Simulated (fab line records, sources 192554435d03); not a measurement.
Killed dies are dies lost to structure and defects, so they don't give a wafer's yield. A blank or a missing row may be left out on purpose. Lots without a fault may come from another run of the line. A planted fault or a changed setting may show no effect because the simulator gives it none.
Chamber matching | flow n5_finfet | N5_BEOL_M5_DESCUM_33 on rie_diel-05: 4 sister chambers
The step chemistry O2, time 7 s. 8 wafers are shown with their chamber, then 12 later ones without.

WAFERS WITH THEIR CHAMBER
wafer  | chamber | showerhead_plenum_p_Torr (Torr) | drypump_motor_current_A (A)
L080.1 | 2       | 2.03                            | 5.7
L080.6 | 0       | 2.16                            | 6.5
L085.1 | 1       | 2.05                            | 5.5
L085.2 | 3       | 2.08                            | 5.2
L085.6 | 2       | 2.02                            | 5.8
L089.3 | 0       | 2.15                            | 6.4
L089.4 | 1       | 2.04                            | 5.5
L089.6 | 3       | 2.07                            | 5.3

WAFERS WITHOUT THEIR CHAMBER
wafer  | showerhead_plenum_p_Torr (Torr) | drypump_motor_current_A (A)
L091.1 | 2.07                            | 5.3
L091.3 | 2.15                            | 6.5
L091.4 | 2.02                            | 5.8
L093.1 | 2.02                            | 5.8
L093.4 | 2.07                            | 5.3
L093.5 | 2.02                            | 5.8
L097.1 | 2.07                            | 5.3
L097.2 | 2.01                            | 5.7
L097.5 | 2.15                            | 6.5
L096.4 | 2.14                            | 6.4
L096.5 | 2.07                            | 5.3
L096.6 | 2.14                            | 6.5

WHICH CHAMBER EACH WENT THROUGH
wafer  | from the rows above | in truth
L091.1 | 3                   | 3
L091.3 | 0                   | 0
L091.4 | 2                   | 2
L093.1 | 2                   | 2
L093.4 | 3                   | 3
L093.5 | 2                   | 2
L097.1 | 3                   | 3
L097.2 | 2                   | 2
L097.5 | 0                   | 0
L096.4 | 0                   | 0
L096.5 | 3                   | 3
L096.6 | 0                   | 0
Placed correctly: 12 of 12. Can't be placed from these rows: 0. Placed wrongly: 0.
How it was worked out, from the rows above alone: a wafer's distance from a chamber is the root of the sum, over the readings, of the square of ((its reading less the chamber's mean) divided by the reading's scatter). The wafer belongs to the nearest chamber; if the next one is less than 2 further off, it can't be placed. A chamber's mean is the mean of its shown wafers. The scatter: the root of (the sum of the squares of (reading less its chamber's mean) over the shown wafers, divided by (wafers less chambers)).
